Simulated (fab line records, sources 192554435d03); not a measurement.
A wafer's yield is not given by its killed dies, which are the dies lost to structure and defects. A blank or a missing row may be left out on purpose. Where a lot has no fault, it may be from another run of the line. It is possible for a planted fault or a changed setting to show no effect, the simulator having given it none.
Split-lot trial | flow n5Finfet | 7 lots, 39 wafers read, on a route of 1938 steps

## ABOUT THE SPLIT
At N5_DUMMY_GATE_ETCH_42 (etches SiO2 in CHF3/O2, target depth 3.5 nm, time 31 s), the setting biasW was moved away from the recipe's 12 W on 15 of the 39 wafers read, by -16.4% to +9.4%. All remaining wafers had this setting at the recipe value.

The reading comes from the split's own step.

## THE READING
rfVppV, in V, at N5_DUMMY_GATE_ETCH_42 (etches SiO2 in CHF3/O2, target depth 3.5 nm, time 31 s). On this fab line, fault-free wafers typically give 42.5 V with a standard deviation of 0.79 V.

wafer  | tool, chamber at the split | biasW as run, W | against the recipe | rfVppV, V | against lot-mates on the recipe
L075.1 | rieDiel-04, 3              | 12              | recipe             | 42.5      | -
L075.2 | rieDiel-04, 2              | 12.6            | +5.0%              | 45.1      | +2.0
L075.3 | rieDiel-04, 1              | 12              | recipe             | 42.7      | -
L075.4 | rieDiel-04, 3              | 12              | recipe             | 44.2      | -
L075.5 | rieDiel-04, 2              | 12.6            | +5.0%              | 44.3      | +1.2
L075.6 | rieDiel-04, 1              | 12.6            | +5.0%              | 44.1      | +1.0
L076.1 | rieDiel-04, 2              | 12              | recipe             | 42.9      | -
L076.2 | rieDiel-04, 3              | 10.03           | -16.4%             | 37.5      | -5.3
L076.3 | rieDiel-04, 1              | 10.03           | -16.4%             | 36.9      | -5.9
L076.4 | rieDiel-04, 0              | 10.03           | -16.4%             | 36.7      | -6.1
L076.5 | rieDiel-04, 3              | 12              | recipe             | 42.4      | -
L076.6 | rieDiel-04, 0              | 12              | recipe             | 43.0      | -
L079.1 | rieDiel-01, 3              | 12              | recipe             | 44.3      | -
L079.2 | rieDiel-01, 2              | 12              | recipe             | 41.5      | -
L079.3 | rieDiel-01, 0              | 12              | recipe             | 42.3      | -
L079.4 | rieDiel-01, 1              | 12              | recipe             | 43.5      | -
L079.5 | rieDiel-01, 0              | 12              | recipe             | 40.9      | -
L079.6 | rieDiel-01, 3              | 12              | recipe             | 42.2      | -
L086.1 | rieDiel-01, 2              | 12              | recipe             | 41.8      | -
L086.2 | rieDiel-01, 0              | 10.34           | -13.8%             | 38.4      | -3.8
L086.3 | rieDiel-01, 1              | 12              | recipe             | 43.4      | -
L086.4 | rieDiel-01, 3              | 12              | recipe             | 41.5      | -
L086.5 | rieDiel-01, 3              | 10.34           | -13.8%             | 38.7      | -3.5
L086.6 | rieDiel-01, 0              | 10.34           | -13.8%             | 37.1      | -5.1
L089.1 | rieDiel-02, 2              | 12              | recipe             | 43.0      | -
L089.2 | rieDiel-02, 0              | 13.13           | +9.4%              | 46.3      | +3.4
L089.3 | rieDiel-02, 3              | 13.13           | +9.4%              | 44.8      | +1.9
L089.4 | rieDiel-02, 0              | 12              | recipe             | 43.1      | -
L089.5 | rieDiel-02, 3              | 12              | recipe             | 42.5      | -
L089.6 | rieDiel-02, 2              | 13.13           | +9.4%              | 46.2      | +3.3
L093.2 | rieDiel-02, 0              | 12              | recipe             | 39.7      | -
L093.3 | rieDiel-02, 2              | 12              | recipe             | 43.9      | -
L093.6 | rieDiel-02, 2              | 12              | recipe             | 42.1      | -
L096.1 | rieDiel-01, 3              | 12              | recipe             | 42.7      | -
L096.2 | rieDiel-01, 0              | 10.47           | -12.7%             | 38.3      | -4.9
L096.3 | rieDiel-01, 1              | 10.47           | -12.7%             | 38.5      | -4.7
L096.4 | rieDiel-01, 2              | 12              | recipe             | 43.4      | -
L096.5 | rieDiel-01, 1              | 10.47           | -12.7%             | 38.8      | -4.4
L096.6 | rieDiel-01, 0              | 12              | recipe             | 43.4      | -

FIT RESULTS
A straight line over all 39 wafers: rfVppV changes by +0.335 V for each +1% of biasW; r = +0.94; the points scatter about the line by 0.89 V.
The same after taking each lot's own level away (the mean of its wafers on the recipe; 39 wafers): +0.33 V for each +1%; r = +0.94; scatter 0.85 V.
The reading moves by 5.4 V for the largest change in biasW, on that fit.
Measured against the standard deviation above, the lots' own levels, which go from 41.90 to 43.17 V, span 1.6 times it.
The two slopes agree, so the slope changes little with the lot-to-lot level.
Check: with one of the wafers moved furthest among these (-16.4%) left out of the fit, the line predicts -5.51 V for it against its lot-mates. Against them it came out at -5.27 V.
Tool readings at the split's step, against how far the setting was moved: rfVppV r = +0.94.

## THE OTHER SPLITS THESE WAFERS WENT THROUGH
Other splits were also applied to these wafers ahead of the reading. Each is held against what the fit with the lots' levels taken away leaves over:
other split on the same wafers   | wafers away from the commonest value | r with rfVppV (lot level and that fit taken away)
N5_FIN_SAQP_MANDREL_ETCH_22 icpW | 15                                   | +0.10
N5_FIN_SAQP_ETCH_69 targetDepthA | 12                                   | +0.01
N5_FIN_CUT_EXPOSE_05 doseMj      | 15                                   | +0.02
N5_DUMMY_GATE_ETCH_32 timeS      | 12                                   | +0.16

## THE FILE'S OWN FIT
rfVppV changes by +0.332 V for each +1% of biasW, r = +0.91.
